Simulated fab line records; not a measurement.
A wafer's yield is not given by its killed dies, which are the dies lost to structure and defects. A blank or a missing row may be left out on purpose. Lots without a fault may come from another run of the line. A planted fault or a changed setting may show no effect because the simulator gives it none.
What tool caused it? | flow n5Finfet | 10 lots with 30 wafers sampled at 4 steps, on a route of 1938 steps

== WHAT THE GAUGES SHOWED, per wafer ==
N5_BEOL_M7_INSPECT_13: inspects for defects (brightfield).
lot  | measured     | on               | rawDefectCount
L434 | day 9 02:44  | defectInspect-02 | 336 421 403
L436 | day 9 13:01  | defectInspect-01 | 330 485 504
L435 | day 9 15:44  | defectInspect-01 | 406 342 550
L439 | day 10 13:56 | defectInspect-01 | 502 413 339
L444 | day 11 20:04 | defectInspect-01 | 310 1646 344
L445 | day 11 23:34 | defectInspect-01 | 457 1717 423
L447 | day 12 18:19 | defectInspect-01 | 263 334 333
L452 | day 13 23:32 | defectInspect-02 | 355 404 408
L455 | day 14 08:17 | defectInspect-01 | 536 356 484
L456 | day 14 19:25 | defectInspect-01 | 364 470 253

== TOOL THAT RAN EACH LOT (tool first, then ch and the chambers of the sampled wafers, then the start) ==
lot  | N5_BEOL_M6_ANNEAL_51            | N5_BEOL_M7_CURE_74           | N5_BEOL_M7_PECVD_70
L434 | rtpAnneal-02 ch 0, day 9 00:05  | uvCure-03 ch 2, day 9 00:58  | pecvd-02 ch 0,2, day 9 01:31
L436 | rtpAnneal-02 ch 0, day 9 09:54  | uvCure-03 ch 1, day 9 11:11  | pecvd-03 ch 0,1,2, day 9 11:44
L435 | rtpAnneal-01 ch 0, day 9 12:07  | uvCure-03 ch 2, day 9 13:00  | pecvd-03 ch 0,1, day 9 13:33
L439 | rtpAnneal-01 ch 0, day 10 09:38 | uvCure-03 ch 0, day 10 10:48 | pecvd-02 ch 0,1, day 10 11:21
L444 | rtpAnneal-01 ch 0, day 11 17:25 | uvCure-03 ch 2, day 11 18:24 | pecvd-02 ch 0,1,2, day 11 19:16
L445 | rtpAnneal-01 ch 0, day 11 20:40 | uvCure-01 ch 0, day 11 21:32 | pecvd-02 ch 0,2, day 11 22:05
L447 | rtpAnneal-01 ch 0, day 12 15:45 | uvCure-02 ch 1, day 12 16:38 | pecvd-03 ch 2, day 12 17:40
L452 | rtpAnneal-02 ch 0, day 13 18:53 | uvCure-01 ch 1, day 13 19:46 | pecvd-03 ch 1,2, day 13 20:19
L455 | rtpAnneal-01 ch 0, day 14 05:33 | uvCure-03 ch 2, day 14 06:52 | pecvd-04 ch 0,2, day 14 07:25
L456 | rtpAnneal-01 ch 0, day 14 15:22 | uvCure-02 ch 2, day 14 16:23 | pecvd-03 ch 1,2, day 14 16:46
- N5_BEOL_M6_ANNEAL_51: time 90 s.
- N5_BEOL_M7_CURE_74: cures SiCOH lowk, time 240 s.
- N5_BEOL_M7_PECVD_70: deposits SiO2 from TEOS/O2, target thk 20 nm, time 22.7 s.

== THE ANSWER, worked out from the rows above alone ==
Rule: usual is defined by the lots themselves. The widest of any qualifying gaps counts: lots, ordered by their means at a reading, are off when they make up no more than a third of the lots, leave a main group of 4 or more, and stand apart from it by 3 or more times the standard deviation of that group's means. Not used: any main group whose means are identical at the precision the tables above print for the reading. Also off: a lot with no number at a reading for which 4 or more lots have one. The other lots that the step has rows for count as sound.
Off: L444, L445, at N5_BEOL_M7_INSPECT_13 (rawDefectCount). The main group: mean 400, standard deviation 45.
If a tool, at a process step before that reading, ran all the lots that are off and no sound lot after the first of them, it fits. The gauges at N5_BEOL_M7_INSPECT_13 are tried like those tools. One candidate fits, namely pecvd-02 at N5_BEOL_M7_PECVD_70. Its last sound lot is L439 (day 10 11:21), its first lot that is off L444 (day 11 19:16): a fault that began between those two fits.

== WHAT THE SIMULATOR HAD PUT IN ==
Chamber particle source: pecvd-02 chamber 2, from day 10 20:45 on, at N5_BEOL_M7_PECVD_70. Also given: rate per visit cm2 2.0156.
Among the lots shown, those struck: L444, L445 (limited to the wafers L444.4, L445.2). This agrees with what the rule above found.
